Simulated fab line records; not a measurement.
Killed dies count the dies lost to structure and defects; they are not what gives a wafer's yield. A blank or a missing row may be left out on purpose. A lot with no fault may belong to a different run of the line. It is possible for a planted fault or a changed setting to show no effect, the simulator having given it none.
Which tool is to blame? || flow nand harc || 24 lots, 72 wafers sampled, at 3 steps of a route of 1302

## WHAT EACH GAUGE READ, for each wafer
NHARC_A_ONON_D1_INSPECT_32. Usual: raw defect count 71, standard deviation 25.
{"lot": "L074", "measured": "day 8 07:19", "on": "defect inspect-02", "raw defect count": "58 44 64", "flag": ""}
{"lot": "L075", "measured": "day 8 17:35", "on": "defect inspect-02", "raw defect count": "66 117 48", "flag": ""}
{"lot": "L076", "measured": "day 9 01:35", "on": "defect inspect-02", "raw defect count": "51 67 47", "flag": ""}
{"lot": "L078", "measured": "day 9 18:21", "on": "defect inspect-01", "raw defect count": "139 120 71", "flag": ""}
{"lot": "L077", "measured": "day 9 18:25", "on": "defect inspect-02", "raw defect count": "47 37 38", "flag": ""}
{"lot": "L079", "measured": "day 10 11:43", "on": "defect inspect-01", "raw defect count": "52 72 46", "flag": ""}
{"lot": "L080", "measured": "day 10 18:40", "on": "defect inspect-01", "raw defect count": "47 120 55", "flag": ""}
{"lot": "L081", "measured": "day 11 03:20", "on": "defect inspect-01", "raw defect count": "43 80 69", "flag": ""}
{"lot": "L082", "measured": "day 11 12:05", "on": "defect inspect-02", "raw defect count": "51 86 103", "flag": ""}
{"lot": "L083", "measured": "day 12 07:14", "on": "defect inspect-01", "raw defect count": "58 67 71", "flag": ""}
{"lot": "L084", "measured": "day 12 16:50", "on": "defect inspect-02", "raw defect count": "97 97 104", "flag": ""}
{"lot": "L085", "measured": "day 12 23:38", "on": "defect inspect-02", "raw defect count": "172 124 61", "flag": ""}
{"lot": "L086", "measured": "day 13 04:58", "on": "defect inspect-01", "raw defect count": "50 65 33", "flag": ""}
{"lot": "L087", "measured": "day 14 05:00", "on": "defect inspect-01", "raw defect count": "48 64 37", "flag": ""}
{"lot": "L088", "measured": "day 14 05:00", "on": "defect inspect-02", "raw defect count": "108 76 101", "flag": ""}
{"lot": "L089", "measured": "day 14 10:38", "on": "defect inspect-01", "raw defect count": "60 55 59", "flag": ""}
{"lot": "L090", "measured": "day 15 01:35", "on": "defect inspect-01", "raw defect count": "52 55 83", "flag": ""}
{"lot": "L091", "measured": "day 15 01:47", "on": "defect inspect-01", "raw defect count": "64 113 47", "flag": ""}
{"lot": "L092", "measured": "day 15 20:32", "on": "defect inspect-01", "raw defect count": "72 90 66", "flag": ""}
{"lot": "L093", "measured": "day 15 20:32", "on": "defect inspect-02", "raw defect count": "83 69 71", "flag": ""}
{"lot": "L094", "measured": "day 16 20:17", "on": "defect inspect-02", "raw defect count": "82 51 99", "flag": ""}
{"lot": "L095", "measured": "day 16 20:25", "on": "defect inspect-02", "raw defect count": "45 100 63", "flag": ""}
{"lot": "L096", "measured": "day 17 11:35", "on": "defect inspect-02", "raw defect count": "76 56 59", "flag": ""}
{"lot": "L097", "measured": "day 18 04:18", "on": "defect inspect-02", "raw defect count": "71 69 49", "flag": ""}

NHARC_A_CHANNEL_HOLE_D1_OVL_MEAS_11. Usual: overlay x nm 0.1 nm, standard deviation 0.75; overlay y nm 0.0 nm, standard deviation 0.78.
{"lot": "L074", "measured": "day 8 10:07", "on": "overlay-02", "overlay x nm (nm)": "1.0 0.7 0.7", "overlay y nm (nm)": "0.9 0.8 0.3", "flag": ""}
{"lot": "L075", "measured": "day 8 23:58", "on": "overlay-02", "overlay x nm (nm)": "-0.8 0.0 -0.6", "overlay y nm (nm)": "-0.6 -0.5 -0.9", "flag": ""}
{"lot": "L076", "measured": "day 9 10:19", "on": "overlay-02", "overlay x nm (nm)": "-1.2 -1.5 -1.3", "overlay y nm (nm)": "-1.8 -0.9 -1.4", "flag": ""}
{"lot": "L078", "measured": "day 9 21:10", "on": "overlay-02", "overlay x nm (nm)": "-0.6 -0.6 0.0", "overlay y nm (nm)": "0.0 -0.3 -0.9", "flag": ""}
{"lot": "L077", "measured": "day 9 21:56", "on": "overlay-02", "overlay x nm (nm)": "0.2 -0.5 0.3", "overlay y nm (nm)": "1.1 0.9 1.3", "flag": ""}
{"lot": "L079", "measured": "day 10 16:26", "on": "overlay-01", "overlay x nm (nm)": "-0.1 -0.4 -0.4", "overlay y nm (nm)": "0.0 0.0 -0.2", "flag": ""}
{"lot": "L080", "measured": "day 10 21:44", "on": "overlay-02", "overlay x nm (nm)": "0.2 0.5 0.3", "overlay y nm (nm)": "0.3 0.2 0.5", "flag": ""}
{"lot": "L081", "measured": "day 11 06:02", "on": "overlay-02", "overlay x nm (nm)": "-0.6 -0.2 -1.1", "overlay y nm (nm)": "-0.8 -0.6 -0.5", "flag": ""}
{"lot": "L082", "measured": "day 11 15:31", "on": "overlay-01", "overlay x nm (nm)": "0.0 -0.1 0.2", "overlay y nm (nm)": "-0.2 -0.4 -0.8", "flag": ""}
{"lot": "L083", "measured": "day 12 13:56", "on": "overlay-02", "overlay x nm (nm)": "-0.2 0.3 0.3", "overlay y nm (nm)": "-0.8 -0.3 -0.5", "flag": ""}
{"lot": "L084", "measured": "day 12 20:26", "on": "overlay-02", "overlay x nm (nm)": "1.2 0.8 1.0", "overlay y nm (nm)": "0.1 0.4 0.2", "flag": ""}
{"lot": "L085", "measured": "day 13 03:14", "on": "overlay-01", "overlay x nm (nm)": "0.4 0.9 0.9", "overlay y nm (nm)": "0.8 0.7 1.2", "flag": ""}
{"lot": "L086", "measured": "day 13 07:46", "on": "overlay-01", "overlay x nm (nm)": "1.5 0.9 1.0", "overlay y nm (nm)": "-0.5 0.3 -0.1", "flag": ""}
{"lot": "L087", "measured": "day 14 08:57", "on": "overlay-02", "overlay x nm (nm)": "-1.1 -0.8 -1.2", "overlay y nm (nm)": "0.3 1.0 0.7", "flag": ""}
{"lot": "L088", "measured": "day 14 10:46", "on": "overlay-01", "overlay x nm (nm)": "0.0 0.6 0.5", "overlay y nm (nm)": "1.2 1.8 1.2", "flag": ""}
{"lot": "L089", "measured": "day 14 13:17", "on": "overlay-01", "overlay x nm (nm)": "0.8 0.3 0.8", "overlay y nm (nm)": "1.0 1.4 1.6", "flag": ""}
{"lot": "L090", "measured": "day 15 04:16", "on": "overlay-01", "overlay x nm (nm)": "-1.5 -1.0 -1.5", "overlay y nm (nm)": "0.1 -0.4 -0.2", "flag": ""}
{"lot": "L091", "measured": "day 15 04:35", "on": "overlay-01", "overlay x nm (nm)": "0.0 -0.1 0.0", "overlay y nm (nm)": "0.5 0.5 -0.3", "flag": ""}
{"lot": "L092", "measured": "day 16 02:40", "on": "overlay-02", "overlay x nm (nm)": "0.2 0.6 0.1", "overlay y nm (nm)": "-1.4 -2.0 -1.6", "flag": ""}
{"lot": "L093", "measured": "day 16 02:30", "on": "overlay-01", "overlay x nm (nm)": "0.3 -0.1 -0.3", "overlay y nm (nm)": "-0.2 0.1 -0.2", "flag": ""}
{"lot": "L094", "measured": "day 16 23:59", "on": "overlay-01", "overlay x nm (nm)": "0.2 0.7 0.5", "overlay y nm (nm)": "-0.4 -0.2 -0.7", "flag": ""}
{"lot": "L095", "measured": "day 17 00:31", "on": "overlay-01", "overlay x nm (nm)": "-0.6 -0.5 -0.7", "overlay y nm (nm)": "0.5 1.2 0.6", "flag": ""}
{"lot": "L096", "measured": "day 17 15:11", "on": "overlay-01", "overlay x nm (nm)": "0.7 0.8 1.2", "overlay y nm (nm)": "-0.8 0.0 0.0", "flag": ""}
{"lot": "L097", "measured": "day 18 07:38", "on": "overlay-01", "overlay x nm (nm)": "1.2 1.8 0.5", "overlay y nm (nm)": "-0.4 0.1 0.1", "flag": ""}

## TOOL THAT RAN EACH LOT (tool first, then ch and the chambers of the sampled wafers, then the start)
{"lot": "L074", "NHARC_A_CHANNEL_HOLE_D1_DEP_01": "pecvd-03 ch 0,1,2, day 8 09:19"}
{"lot": "L075", "NHARC_A_CHANNEL_HOLE_D1_DEP_01": "pecvd-04 ch 1,2, day 8 23:09"}
{"lot": "L076", "NHARC_A_CHANNEL_HOLE_D1_DEP_01": "pecvd-02 ch 0,1, day 9 09:30"}
{"lot": "L078", "NHARC_A_CHANNEL_HOLE_D1_DEP_01": "pecvd-04 ch 0,1, day 9 20:20"}
{"lot": "L077", "NHARC_A_CHANNEL_HOLE_D1_DEP_01": "pecvd-02 ch 1,2, day 9 21:08"}
{"lot": "L079", "NHARC_A_CHANNEL_HOLE_D1_DEP_01": "pecvd-03 ch 0,1,2, day 10 15:38"}
{"lot": "L080", "NHARC_A_CHANNEL_HOLE_D1_DEP_01": "pecvd-04 ch 1,2, day 10 21:07"}
{"lot": "L081", "NHARC_A_CHANNEL_HOLE_D1_DEP_01": "pecvd-02 ch 0,1,2, day 11 05:23"}
{"lot": "L082", "NHARC_A_CHANNEL_HOLE_D1_DEP_01": "pecvd-03 ch 1,2, day 11 14:44"}
{"lot": "L083", "NHARC_A_CHANNEL_HOLE_D1_DEP_01": "pecvd-03 ch 0,2, day 12 13:08"}
{"lot": "L084", "NHARC_A_CHANNEL_HOLE_D1_DEP_01": "pecvd-02 ch 1,2, day 12 19:38"}
{"lot": "L085", "NHARC_A_CHANNEL_HOLE_D1_DEP_01": "pecvd-04 ch 0,1,2, day 13 02:25"}
{"lot": "L086", "NHARC_A_CHANNEL_HOLE_D1_DEP_01": "pecvd-02 ch 0,1,2, day 13 06:58"}
{"lot": "L087", "NHARC_A_CHANNEL_HOLE_D1_DEP_01": "pecvd-02 ch 0,1,2, day 14 08:11"}
{"lot": "L088", "NHARC_A_CHANNEL_HOLE_D1_DEP_01": "pecvd-03 ch 0,1, day 14 09:57"}
{"lot": "L089", "NHARC_A_CHANNEL_HOLE_D1_DEP_01": "pecvd-03 ch 1,2, day 14 12:40"}
{"lot": "L090", "NHARC_A_CHANNEL_HOLE_D1_DEP_01": "pecvd-02 ch 0,1,2, day 15 03:35"}
{"lot": "L091", "NHARC_A_CHANNEL_HOLE_D1_DEP_01": "pecvd-03 ch 0,1,2, day 15 03:49"}
{"lot": "L092", "NHARC_A_CHANNEL_HOLE_D1_DEP_01": "pecvd-04 ch 0,2, day 16 01:44"}
{"lot": "L093", "NHARC_A_CHANNEL_HOLE_D1_DEP_01": "pecvd-03 ch 0,2, day 16 01:42"}
{"lot": "L094", "NHARC_A_CHANNEL_HOLE_D1_DEP_01": "pecvd-03 ch 0,2, day 16 23:19"}
{"lot": "L095", "NHARC_A_CHANNEL_HOLE_D1_DEP_01": "pecvd-03 ch 0,2, day 16 23:52"}
{"lot": "L096", "NHARC_A_CHANNEL_HOLE_D1_DEP_01": "pecvd-03 ch 0,1,2, day 17 14:24"}
{"lot": "L097", "NHARC_A_CHANNEL_HOLE_D1_DEP_01": "pecvd-03 ch 0,1, day 18 06:58"}
- NHARC_A_CHANNEL_HOLE_D1_DEP_01: deposits SiON, target thk 140 nm.

## WHAT THE TOOLS THEMSELVES READ (means of the sampled wafers that have a number; where no wafer has one, the mark that the record gives instead)
NHARC_A_CHANNEL_HOLE_D1_DEP_01. Usual: heater power w 751 W, standard deviation 94.
{"lot": "L074", "tool": "pecvd-03", "heater power w (W)": 757, "flag": ""}
{"lot": "L075", "tool": "pecvd-04", "heater power w (W)": 759, "flag": ""}
{"lot": "L076", "tool": "pecvd-02", "heater power w (W)": 720, "flag": ""}
{"lot": "L078", "tool": "pecvd-04", "heater power w (W)": 808, "flag": ""}
{"lot": "L077", "tool": "pecvd-02", "heater power w (W)": 759, "flag": ""}
{"lot": "L079", "tool": "pecvd-03", "heater power w (W)": 774, "flag": ""}
{"lot": "L080", "tool": "pecvd-04", "heater power w (W)": 705, "flag": ""}
{"lot": "L081", "tool": "pecvd-02", "heater power w (W)": 712, "flag": ""}
{"lot": "L082", "tool": "pecvd-03", "heater power w (W)": 663, "flag": ""}
{"lot": "L083", "tool": "pecvd-03", "heater power w (W)": 872, "flag": ""}
{"lot": "L084", "tool": "pecvd-02", "heater power w (W)": 714, "flag": ""}
{"lot": "L085", "tool": "pecvd-04", "heater power w (W)": 767, "flag": ""}
{"lot": "L086", "tool": "pecvd-02", "heater power w (W)": 684, "flag": ""}
{"lot": "L087", "tool": "pecvd-02", "heater power w (W)": 702, "flag": ""}
{"lot": "L088", "tool": "pecvd-03", "heater power w (W)": 832, "flag": ""}
{"lot": "L089", "tool": "pecvd-03", "heater power w (W)": 763, "flag": ""}
{"lot": "L090", "tool": "pecvd-02", "heater power w (W)": 706, "flag": ""}
{"lot": "L091", "tool": "pecvd-03", "heater power w (W)": 747, "flag": ""}
{"lot": "L092", "tool": "pecvd-04", "heater power w (W)": 754, "flag": ""}
{"lot": "L093", "tool": "pecvd-03", "heater power w (W)": 829, "flag": ""}
{"lot": "L094", "tool": "pecvd-03", "heater power w (W)": 866, "flag": ""}
{"lot": "L095", "tool": "pecvd-03", "heater power w (W)": 767, "flag": ""}
{"lot": "L096", "tool": "pecvd-03", "heater power w (W)": 739, "flag": ""}
{"lot": "L097", "tool": "pecvd-03", "heater power w (W)": 828, "flag": ""}

## THE ANSWER, worked out from the rows above alone
Rule: take the mean of a lot's wafers that have a number; if it is more than 3 standard deviations from the usual mean, the lot is off. A lot without any number at a reading at which 4 lots or more have one is off too. Any other lot the step has rows for is counted as sound. Order of review: gauges by route order, followed by the tools' own readings, for which a lot's mean as printed above is used. At the first step where some lot is off, the reading lying furthest off is the one used; lots without a number count as furthest.
Across all readings shown, no lot is off: no conclusion can be drawn from this.

## WHAT THE SIMULATOR HAD INSERTED
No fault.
